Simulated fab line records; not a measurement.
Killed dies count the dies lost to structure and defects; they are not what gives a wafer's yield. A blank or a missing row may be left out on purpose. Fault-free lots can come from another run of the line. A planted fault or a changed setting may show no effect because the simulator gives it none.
What tool caused it? + flow nand_harc + 13 lots, 38 wafers sampled, at 5 steps of a route of 1302

== WHAT THE GAUGES SHOWED, per wafer ==
NHARC_END_SORT_01.
| lot  | measured     | on        | defect_limited_yield (%) | killed_at_array | killed_at_other | killed_at_periphery | killed_dies | killed_open | killed_short |
|------|--------------|-----------|--------------------------|-----------------|-----------------|---------------------|-------------|-------------|--------------|
| L214 | day 26 09:17 | prober-02 | 90 89 87                 | 66 72 81        | 0 0 0           | 1 4 5               | 67 76 86    | 1 2 2       | 3 3 1        |
| L217 | day 27 16:17 | prober-02 | 94 94 95                 | 33 39 29        | 2 2 1           | 4 3 2               | 39 44 32    | 4 2 5       | 3 4 1        |

== EACH LOT AND THE TOOL THAT RAN IT (in order: tool; ch and the chambers of the sampled wafers; start) ==
| lot  | NHARC_P_M0_ETCH_34                 | NHARC_P_M0_PRE_CLEAN_29                 | NHARC_P_M0_DEP_32               | NHARC_P_M1_SOFTBAKE_04            |
|------|------------------------------------|-----------------------------------------|---------------------------------|-----------------------------------|
| L212 | rie_diel-08 ch 0,1,2, day 6 18:24  | pvd_sputter-01, day 6 21:05 or earlier  | pecvd-03 ch 0,1, day 6 21:05    | litho_track-04 ch 0, day 6 21:00  |
| L213 | rie_diel-08 ch 2,3, day 7 12:40    | pvd_sputter-01, day 7 15:12 or earlier  | pecvd-03 ch 0,2, day 7 15:12    | litho_track-06 ch 0, day 7 16:00  |
| L214 | rie_diel-08 ch 0,1,2, day 8 02:52  | pvd_sputter-01, day 8 05:31 or earlier  | pecvd-01 ch 1,2, day 8 05:31    | litho_track-01 ch 0, day 8 06:00  |
| L216 | rie_diel-08 ch 1,2,3, day 8 14:41  | pvd_sputter-01, day 8 17:30 or earlier  | pecvd-01 ch 0,1, day 8 17:30    | litho_track-06 ch 0, day 8 18:00  |
| L217 | rie_diel-01 ch 0,1,3, day 9 00:23  | pvd_sputter-02, day 9 03:00 or earlier  | pecvd-01 ch 0,1,2, day 9 03:00  | litho_track-04 ch 0, day 9 04:00  |
| L220 | rie_diel-08 ch 1,2,3, day 10 06:18 | pvd_sputter-03, day 10 08:58 or earlier | pecvd-04 ch 0,1,2, day 10 08:58 | litho_track-04 ch 0, day 10 09:00 |
| L221 | rie_diel-08 ch 1,2,3, day 10 16:27 | pvd_sputter-03, day 10 19:02 or earlier | pecvd-01 ch 1,2, day 10 19:02   | litho_track-01 ch 0, day 10 19:00 |
| L222 | rie_diel-08 ch 0,3, day 10 20:13   | pvd_sputter-02, day 10 22:50 or earlier | pecvd-03 ch 0,1,2, day 10 22:50 | litho_track-06 ch 0, day 10 23:00 |
| L224 | rie_diel-01 ch 2,3, day 12 03:34   | pvd_sputter-03, day 12 06:11 or earlier | pecvd-03 ch 0,1, day 12 06:11   | litho_track-01 ch 0, day 12 06:00 |
| L229 | rie_diel-08 ch 1,3, day 14 01:20   | pvd_sputter-02, day 14 03:58 or earlier | pecvd-03 ch 1, day 14 03:58     | litho_track-01 ch 0, day 14 04:00 |
| L230 | rie_diel-08 ch 0,3, day 14 09:09   | pvd_sputter-03, day 14 11:55 or earlier | pecvd-04 ch 0,1,2, day 14 11:55 | litho_track-01 ch 0, day 14 12:00 |
| L232 | rie_diel-08 ch 0,2,3, day 15 08:27 | pvd_sputter-02, day 15 11:08 or earlier | pecvd-01 ch 0,1,2, day 15 11:08 | litho_track-06 ch 0, day 15 12:00 |
| L233 | rie_diel-08 ch 1,3, day 15 19:18   | pvd_sputter-02, day 15 21:52 or earlier | pecvd-01 ch 0,2, day 15 21:52   | litho_track-04 ch 0, day 15 22:00 |
- NHARC_P_M0_ETCH_34: etches the open film in N2/H2, target depth 40 nm, overetch 12 nm, time 43.94 s.
- NHARC_P_M0_PRE_CLEAN_29: time 30 s.
- NHARC_P_M0_DEP_32: deposits SiCN, target thk 30 nm.
- NHARC_P_M1_SOFTBAKE_04: time 55 s.

== AS READ BY THE TOOLS THEMSELVES (means over the sampled wafers that have a number; for cases with no such wafer, the mark the record gives instead) ==
NHARC_P_M0_ETCH_34.
| lot  | tool        | drypump_motor_current_A (A) | mfc_ar_sccm (sccm) | oes_product_au (a.u.) | rf_vpp_V (V) | showerhead_plenum_p_Torr (Torr) | throttle_valve_pct (%) |
|------|-------------|-----------------------------|--------------------|-----------------------|--------------|---------------------------------|------------------------|
| L212 | rie_diel-08 | 5.68                        | 0.006              | 1.010                 | 432.2        | 2.07                            | 14.174                 |
| L213 | rie_diel-08 | 5.50                        | 0.026              | 1.002                 | 434.8        | 2.17                            | 14.173                 |
| L214 | rie_diel-08 | 5.69                        | 0.006              | 1.006                 | 431.1        | 2.07                            | 14.177                 |
| L216 | rie_diel-08 | 5.66                        | 0.016              | 1.006                 | 432.4        | 2.12                            | 14.180                 |
| L217 | rie_diel-01 | 5.58                        | 0.010              | 0.991                 | 428.5        | 1.95                            | 14.169                 |
| L220 | rie_diel-08 | 5.66                        | 0.016              | 1.005                 | 433.1        | 2.12                            | 14.169                 |
| L221 | rie_diel-08 | 5.68                        | 0.016              | 1.005                 | 433.5        | 2.12                            | 14.166                 |
| L222 | rie_diel-08 | 5.60                        | 0.020              | 1.008                 | 432.9        | 2.12                            | 14.172                 |
| L224 | rie_diel-01 | 5.96                        | 0.022              | 1.008                 | 430.0        | 2.04                            | 14.169                 |
| L229 | rie_diel-08 | 5.87                        | 0.015              | 1.006                 | 430.4        | 2.09                            | 14.180                 |
| L230 | rie_diel-08 | 5.60                        | 0.020              | 0.996                 | 431.5        | 2.12                            | 14.179                 |
| L232 | rie_diel-08 | 5.51                        | 0.016              | 0.997                 | 433.3        | 2.12                            | 14.176                 |
| L233 | rie_diel-08 | 5.94                        | 0.010              | 1.000                 | 431.2        | 2.06                            | 14.168                 |

NHARC_P_M0_PRE_CLEAN_29.
| lot  | tool           | heater_power_w (W) |
|------|----------------|--------------------|
| L212 | pvd_sputter-01 | 427                |
| L213 | pvd_sputter-01 | 422                |
| L214 | pvd_sputter-01 | 425                |
| L216 | pvd_sputter-01 | 415                |
| L217 | pvd_sputter-02 | 371                |
| L220 | pvd_sputter-03 | 427                |
| L221 | pvd_sputter-03 | 444                |
| L222 | pvd_sputter-02 | 371                |
| L224 | pvd_sputter-03 | 400                |
| L229 | pvd_sputter-02 | 444                |
| L230 | pvd_sputter-03 | 418                |
| L232 | pvd_sputter-02 | 401                |
| L233 | pvd_sputter-02 | 400                |

NHARC_P_M0_DEP_32.
| lot  | tool     | heater_power_w (W) |
|------|----------|--------------------|
| L212 | pecvd-03 | 556                |
| L213 | pecvd-03 | 527                |
| L214 | pecvd-01 | 530                |
| L216 | pecvd-01 | 487                |
| L217 | pecvd-01 | 536                |
| L220 | pecvd-04 | 544                |
| L221 | pecvd-01 | 545                |
| L222 | pecvd-03 | 623                |
| L224 | pecvd-03 | 596                |
| L229 | pecvd-03 | 690                |
| L230 | pecvd-04 | 545                |
| L232 | pecvd-01 | 515                |
| L233 | pecvd-01 | 534                |

NHARC_P_M1_SOFTBAKE_04.
| lot  | tool           | chill_plate_temp_C (C) | heater_power_total_W (W) |
|------|----------------|------------------------|--------------------------|
| L212 | litho_track-04 | 22.92                  | 188.39                   |
| L213 | litho_track-06 | 22.97                  | 188.31                   |
| L214 | litho_track-01 | 23.04                  | 188.52                   |
| L216 | litho_track-06 | 22.97                  | 188.61                   |
| L217 | litho_track-04 | 23.04                  | 188.55                   |
| L220 | litho_track-04 | 22.94                  | 188.52                   |
| L221 | litho_track-01 | 22.99                  | 188.45                   |
| L222 | litho_track-06 | 22.90                  | 188.48                   |
| L224 | litho_track-01 | 22.96                  | 188.48                   |
| L229 | litho_track-01 | 22.89                  | 178.77                   |
| L230 | litho_track-01 | 22.98                  | 178.79                   |
| L232 | litho_track-06 | 22.99                  | 188.35                   |
| L233 | litho_track-04 | 23.07                  | 188.39                   |

== THE ANSWER, worked out from the rows above alone ==
Rule: usual is defined by the lots themselves. The widest of any qualifying gaps counts: lots, ordered by their means at a reading, are off when they make up no more than a third of the lots, leave a main group of 4 or more, and stand apart from it by 3 or more times the standard deviation of that group's means. The tables above print the reading to a certain number of digits; a main group whose means all agree to those digits is not used. A lot without any number at a reading at which 4 lots or more have one is off too. Any other lot the step has rows for is counted as sound. First the gauges in route order, then the tools' own readings, where a lot's mean is used as printed above. At the first step where some lot is off, the reading lying furthest off is the one used; lots without a number count as furthest.
Off at NHARC_P_M1_SOFTBAKE_04 (heater_power_total_W): L229, L230. The main group: mean 188.46 W, standard deviation 0.087.
If a tool, at that step or one of the process steps before it, ran each lot that is off and ran no sound lot following the first of them, it fits. NHARC_P_M0_PRE_CLEAN_29: start missing for some lots; hours and lot order therefore follow NHARC_P_M0_DEP_32. One fits: NHARC_P_M1_SOFTBAKE_04 on litho_track-01. Its last sound lot is L224 (day 12 06:00), its first lot that is off L229 (day 14 04:00): a fault that began between those two fits.
On the lots that are off, the tool's own readings at NHARC_P_M1_SOFTBAKE_04 differ by more than 5 times the standard deviation of the sound lots' means, which bears it out; heater_power_total_W reads 178.78 W there versus 188.46 W on the sound lots.

== WHAT THE SIMULATOR HAD INSERTED ==
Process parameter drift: litho_track-01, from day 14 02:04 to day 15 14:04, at NHARC_P_M1_SOFTBAKE_04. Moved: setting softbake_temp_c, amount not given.
Lots struck among those shown: L229, L230. This agrees with what the rule above found.
